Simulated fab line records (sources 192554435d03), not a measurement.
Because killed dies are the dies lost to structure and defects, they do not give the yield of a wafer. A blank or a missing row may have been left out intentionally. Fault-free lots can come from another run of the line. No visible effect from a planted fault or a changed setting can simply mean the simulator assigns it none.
What tool caused it? / flow n5_finfet / Sampling: 12 lots, 32 wafers, 5 of 1938 route steps

WHAT EACH GAUGE READ, for each wafer
N5_BEOL_M4_INSPECT_59: inspects for defects (darkfield).
lot=L601; measured=day 8 20:41; on=defect_inspect-02; raw_defect_count=27 27 49
lot=L602; measured=day 8 23:47; on=defect_inspect-01; raw_defect_count=62 71 59
lot=L605; measured=day 9 02:44; on=defect_inspect-02; raw_defect_count=75 54 69
lot=L606; measured=day 9 23:23; on=defect_inspect-01; raw_defect_count=64 64 83
lot=L609; measured=day 10 02:37; on=defect_inspect-02; raw_defect_count=51 62 58
lot=L612; measured=day 11 02:27; on=defect_inspect-02; raw_defect_count=58 59 67
lot=L615; measured=day 11 13:28; on=defect_inspect-02; raw_defect_count=52 60 61
lot=L616; measured=day 12 05:38; on=defect_inspect-02; raw_defect_count=65 71
lot=L614; measured=day 12 05:50; on=defect_inspect-01; raw_defect_count=63 57
lot=L621; measured=day 12 20:11; on=defect_inspect-01; raw_defect_count=78 52
lot=L623; measured=day 15 04:28; on=defect_inspect-02; raw_defect_count=101 79
lot=L624; measured=day 14 08:16; on=defect_inspect-02; raw_defect_count=63 42 81

N5_BEOL_M5_THK_MEAS_01.
lot=L601; measured=day 8 22:44; on=film_metro-02; M5_ILD_THK (nm)=120.1 124.0 122.0
lot=L602; measured=day 9 01:21; on=film_metro-02; M5_ILD_THK (nm)=120.7 122.8 123.2
lot=L605; measured=day 9 04:18; on=film_metro-02; M5_ILD_THK (nm)=122.4 121.4 124.3
lot=L606; measured=day 10 01:26; on=film_metro-02; M5_ILD_THK (nm)=120.1 122.9 122.0
lot=L609; measured=day 10 04:40; on=film_metro-02; M5_ILD_THK (nm)=121.5 125.0 122.2
lot=L612; measured=day 11 04:05; on=film_metro-02; M5_ILD_THK (nm)=119.1 122.8 123.6
lot=L615; measured=day 11 15:02; on=film_metro-02; M5_ILD_THK (nm)=118.4 117.6 122.9
lot=L616; measured=day 12 07:13; on=film_metro-02; M5_ILD_THK (nm)=119.2 87.9
lot=L614; measured=day 12 07:25; on=film_metro-02; M5_ILD_THK (nm)=90.6 93.3
lot=L621; measured=day 12 22:07; on=film_metro-01; M5_ILD_THK (nm)=118.4 90.3
lot=L623; measured=day 15 06:02; on=film_metro-02; M5_ILD_THK (nm)=119.8 121.7
lot=L624; measured=day 14 09:50; on=film_metro-02; M5_ILD_THK (nm)=117.9 120.6 120.9

EACH LOT AND THE TOOL THAT RAN IT (in order: tool; ch and the chambers of the sampled wafers; start)
lot=L601; N5_BEOL_M4_ANNEAL_93=pvd_sputter-02, day 8 19:14; N5_BEOL_M4_CO_CAP_55=cvd_co-02 ch 0,1,2, day 8 20:29; N5_BEOL_M5_ILD_DEP_00=pecvd-03 ch 0,2, day 8 21:41
lot=L602; N5_BEOL_M4_ANNEAL_93=pvd_sputter-03, day 8 22:21; N5_BEOL_M4_CO_CAP_55=cvd_co-02 ch 0,1,2, day 8 23:34; N5_BEOL_M5_ILD_DEP_00=pecvd-02 ch 0,2, day 9 00:47
lot=L605; N5_BEOL_M4_ANNEAL_93=pvd_sputter-02, day 9 01:19; N5_BEOL_M4_CO_CAP_55=cvd_co-01 ch 0,1, day 9 02:32; N5_BEOL_M5_ILD_DEP_00=pecvd-02 ch 0,1,2, day 9 03:44
lot=L606; N5_BEOL_M4_ANNEAL_93=pvd_sputter-03, day 9 21:50; N5_BEOL_M4_CO_CAP_55=cvd_co-01 ch 0,2, day 9 23:11; N5_BEOL_M5_ILD_DEP_00=pecvd-02 ch 1,2, day 10 00:23
lot=L609; N5_BEOL_M4_ANNEAL_93=pvd_sputter-02, day 10 01:10; N5_BEOL_M4_CO_CAP_55=cvd_co-02 ch 1,2, day 10 02:23; N5_BEOL_M5_ILD_DEP_00=pecvd-03 ch 0,2, day 10 03:37
lot=L612; N5_BEOL_M4_ANNEAL_93=pvd_sputter-03, day 11 01:01; N5_BEOL_M4_CO_CAP_55=cvd_co-01 ch 1,2, day 11 02:14; N5_BEOL_M5_ILD_DEP_00=pecvd-04 ch 0,2, day 11 03:26
lot=L615; N5_BEOL_M4_ANNEAL_93=pvd_sputter-01, day 11 12:02; N5_BEOL_M4_CO_CAP_55=cvd_co-01 ch 0,2, day 11 13:16; N5_BEOL_M5_ILD_DEP_00=pecvd-04 ch 0,1,2, day 11 14:28
lot=L616; N5_BEOL_M4_ANNEAL_93=pvd_sputter-02, day 12 03:53; N5_BEOL_M4_CO_CAP_55=cvd_co-01 ch 0,1, day 12 05:26; N5_BEOL_M5_ILD_DEP_00=pecvd-04 ch 0,1, day 12 06:38
lot=L614; N5_BEOL_M4_ANNEAL_93=pvd_sputter-03, day 12 04:07; N5_BEOL_M4_CO_CAP_55=cvd_co-01 ch 0, day 12 05:38; N5_BEOL_M5_ILD_DEP_00=pecvd-04 ch 0,2, day 12 06:50
lot=L621; N5_BEOL_M4_ANNEAL_93=pvd_sputter-03, day 12 18:37; N5_BEOL_M4_CO_CAP_55=cvd_co-02 ch 1, day 12 19:59; N5_BEOL_M5_ILD_DEP_00=pecvd-04 ch 0,1, day 12 21:11
lot=L623; N5_BEOL_M4_ANNEAL_93=pvd_sputter-03, day 13 10:55; N5_BEOL_M4_CO_CAP_55=cvd_co-02 ch 0, day 15 04:16; N5_BEOL_M5_ILD_DEP_00=pecvd-03 ch 0,2, day 15 05:29
lot=L624; N5_BEOL_M4_ANNEAL_93=pvd_sputter-02, day 14 06:50; N5_BEOL_M4_CO_CAP_55=cvd_co-01 ch 0,2, day 14 08:04; N5_BEOL_M5_ILD_DEP_00=pecvd-03 ch 0,2, day 14 09:16
- N5_BEOL_M4_ANNEAL_93: time 240 s.
- N5_BEOL_M4_CO_CAP_55: material Co, precursor CCTBA/H2, target thk 2 nm, time 102.1 s.
- N5_BEOL_M5_ILD_DEP_00: deposits SiCOH lowk from DEMS/porogen, target thk 140.64 nm, time 25.9 s.

AS READ BY THE TOOLS THEMSELVES (means over the sampled wafers that have a number; for cases with no such wafer, the mark the record gives instead)
N5_BEOL_M4_ANNEAL_93.
lot=L601; tool=pvd_sputter-02; heater_power_w (W)=859
lot=L602; tool=pvd_sputter-03; heater_power_w (W)=829
lot=L605; tool=pvd_sputter-02; heater_power_w (W)=891
lot=L606; tool=pvd_sputter-03; heater_power_w (W)=774
lot=L609; tool=pvd_sputter-02; heater_power_w (W)=848
lot=L612; tool=pvd_sputter-03; heater_power_w (W)=786
lot=L615; tool=pvd_sputter-01; heater_power_w (W)=942
lot=L616; tool=pvd_sputter-02; heater_power_w (W)=900
lot=L614; tool=pvd_sputter-03; heater_power_w (W)=824
lot=L621; tool=pvd_sputter-03; heater_power_w (W)=842
lot=L623; tool=pvd_sputter-03; heater_power_w (W)=848
lot=L624; tool=pvd_sputter-02; heater_power_w (W)=864

N5_BEOL_M4_CO_CAP_55.
lot=L601; tool=cvd_co-02; heater_power_w (W)=249
lot=L602; tool=cvd_co-02; heater_power_w (W)=248
lot=L605; tool=cvd_co-01; heater_power_w (W)=265
lot=L606; tool=cvd_co-01; heater_power_w (W)=257
lot=L609; tool=cvd_co-02; heater_power_w (W)=251
lot=L612; tool=cvd_co-01; heater_power_w (W)=247
lot=L615; tool=cvd_co-01; heater_power_w (W)=256
lot=L616; tool=cvd_co-01; heater_power_w (W)=256
lot=L614; tool=cvd_co-01; heater_power_w (W)=276
lot=L621; tool=cvd_co-02; heater_power_w (W)=252
lot=L623; tool=cvd_co-02; heater_power_w (W)=244
lot=L624; tool=cvd_co-01; heater_power_w (W)=263

N5_BEOL_M5_ILD_DEP_00.
lot=L601; tool=pecvd-03; heater_power_w (W)=310; showerhead_plenum_p_Torr (Torr)=5.756; throttle_valve_pct (%)=12.6
lot=L602; tool=pecvd-02; heater_power_w (W)=293; showerhead_plenum_p_Torr (Torr)=5.757; throttle_valve_pct (%)=13.1
lot=L605; tool=pecvd-02; heater_power_w (W)=294; showerhead_plenum_p_Torr (Torr)=5.744; throttle_valve_pct (%)=13.3
lot=L606; tool=pecvd-02; heater_power_w (W)=311; showerhead_plenum_p_Torr (Torr)=5.752; throttle_valve_pct (%)=13.1
lot=L609; tool=pecvd-03; heater_power_w (W)=388; showerhead_plenum_p_Torr (Torr)=5.745; throttle_valve_pct (%)=13.0
lot=L612; tool=pecvd-04; heater_power_w (W)=290; showerhead_plenum_p_Torr (Torr)=5.748; throttle_valve_pct (%)=14.0
lot=L615; tool=pecvd-04; heater_power_w (W)=317; showerhead_plenum_p_Torr (Torr)=5.754; throttle_valve_pct (%)=14.4
lot=L616; tool=pecvd-04; heater_power_w (W)=292; showerhead_plenum_p_Torr (Torr)=5.751; throttle_valve_pct (%)=14.9
lot=L614; tool=pecvd-04; heater_power_w (W)=330; showerhead_plenum_p_Torr (Torr)=5.756; throttle_valve_pct (%)=14.0
lot=L621; tool=pecvd-04; heater_power_w (W)=308; showerhead_plenum_p_Torr (Torr)=5.744; throttle_valve_pct (%)=14.9
lot=L623; tool=pecvd-03; heater_power_w (W)=370; showerhead_plenum_p_Torr (Torr)=5.747; throttle_valve_pct (%)=12.8
lot=L624; tool=pecvd-03; heater_power_w (W)=374; showerhead_plenum_p_Torr (Torr)=5.748; throttle_valve_pct (%)=13.0

THE ANSWER, worked out from the rows above alone
Rule: the lots themselves supply what counts as usual. Put in order of their means at a reading, lots are off if they are a third of the lots or fewer, leave a main group of 4 or more, and stand apart from it by a gap of 3 or more times the standard deviation of the main group's means; of several such gaps the widest counts. A main group is skipped when, at the precision printed for the reading in the tables above, its means are all equal. A lot without any number at a reading at which 4 lots or more have one is off too. Where the step has rows for the other lots, those lots are counted as sound. The gauges are gone through in route order, then the tools' own readings, and for those a lot's mean is taken as printed above. At the first step where some lot is off, the reading lying furthest off is the one used; lots without a number count as furthest.
Off: at N5_BEOL_M5_THK_MEAS_01 (M5_ILD_THK), L616, L614, L621. The main group: mean 121.5 nm, standard deviation 1.1.
If a tool, at a process step before that reading, ran all the lots that are off and no sound lot after the first of them, it fits. The gauges at N5_BEOL_M5_THK_MEAS_01 are tried like those tools. One fits: N5_BEOL_M5_ILD_DEP_00 on pecvd-04. Its last sound lot is L615 (day 11 14:28), its first lot that is off L616 (day 12 06:38): a fault that began between those two fits.

WHAT HAD BEEN PUT IN BY THE SIMULATOR
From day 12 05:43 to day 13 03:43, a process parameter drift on pecvd-04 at N5_BEOL_M5_ILD_DEP_00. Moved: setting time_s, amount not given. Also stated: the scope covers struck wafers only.
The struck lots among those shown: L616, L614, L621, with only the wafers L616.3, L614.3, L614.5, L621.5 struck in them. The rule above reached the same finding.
